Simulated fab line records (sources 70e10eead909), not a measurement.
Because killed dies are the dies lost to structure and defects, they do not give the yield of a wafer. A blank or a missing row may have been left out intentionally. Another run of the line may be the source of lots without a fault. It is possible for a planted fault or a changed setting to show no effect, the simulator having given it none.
Struck lot and sound lot, side by side + flow nand_harc + 15 steps out of a route of 1302
Sound: the wafers L987.1, L987.5, L987.6. Wafers L979.1, L979.2, L979.6 were the ones struck. At the end, the cause is stated.
Per side, at each step with rows, come the tool, then ch with its chambers, and then its first start. Under that, the readings that differ: sound wafers + struck wafers + difference of the means + sigmas: that difference in standard deviations of wafers without a fault.
alike: readings whose means differ by less than 2 such deviations, and words and numbers that are the same on both sides. not compared: withheld readings, readings that some wafer has no value for, bounds like >300 that may hide the same value, and numbers for which the record gives no deviation and whose values overlap.
The two part at a step that has a row with sigmas, a row that says differs or no value, or rows on one side only. Non-overlapping numbers with no deviation appear without sigmas and do not part them. Lack of a reading on every wafer of one side parts them only where that side has two or more wafers.

first, 9 steps without rows for these wafers: NHARC_THIN_TSV_PVD_24 (deposits Al, target thk 800 nm); NHARC_THIN_TSV_DEHYDRATE_25 (time 120 s); NHARC_THIN_TSV_HMDS_26 (time 30 s); NHARC_THIN_TSV_COAT_27; NHARC_THIN_TSV_SOFTBAKE_28 (time 95 s); NHARC_THIN_TSV_EBR_29; NHARC_THIN_TSV_EXPOSE_30 (exposes mask PAD); NHARC_THIN_TSV_PEB_31 (peb time 85 s); NHARC_THIN_TSV_DEVELOP_32 (time 70 s).
NHARC_THIN_TSV_CD_MEAS_33: target cd 5000 nm.
  sound on cd_sem-02 ch 0, day 31 17:31; struck on cd_sem-02 ch 0, day 29 01:05
  alike: cd_nm
then, 1 step without rows for these wafers: NHARC_THIN_TSV_HARDBAKE_34 (time 80 s).
NHARC_THIN_TSV_DESCUM_35: chemistry O2, time 3 s.
  sound on rie_diel-10 ch 0,3, day 31 17:41; struck on rie_diel-10 ch 0,2, day 29 01:15
  alike: drypump_motor_current_A, mfc_ar_sccm, oes_product_au, rf_vpp_V, showerhead_plenum_p_Torr, throttle_valve_pct
  not compared: rf_hours_counter_h
NHARC_THIN_TSV_ETCH_59: etches the open film in Cl2/BCl3, target depth 880 nm, time 138.1 s.
  sound on rie_metal-03 ch 0,1, day 31 17:49; struck on rie_metal-01 ch 0,1, day 29 01:23
  no value came back on the struck wafers for any of 5 readings (bcl3_flow_sccm (sccm), bias_w (W) and others); on the sound wafers bcl3_flow_sccm (sccm) reads 29.88 30.00 29.95
  not compared: rf_hours_counter_h
NHARC_THIN_TSV_ETCH_36: etches the open film in Cl2/BCl3, target depth 65 nm, time 18.571 s.
  sound on rie_metal-03 ch 0,1, day 31 18:04; struck on rie_metal-01 ch 0,1, day 29 01:39
  alike: chamber_pressure_mTorr, drypump_motor_current_A, oes_product_au
  not compared: rf_hours_counter_h
NHARC_END_SORT_01:
  only the struck wafers appear in the record here, on prober-01 ch 0 at day 29 10:43; the sound ones have no rows

== WHERE THEY PART ==
At NHARC_THIN_TSV_ETCH_59 first; at NHARC_END_SORT_01 last (within this record only).

WHY: what the simulator had put in
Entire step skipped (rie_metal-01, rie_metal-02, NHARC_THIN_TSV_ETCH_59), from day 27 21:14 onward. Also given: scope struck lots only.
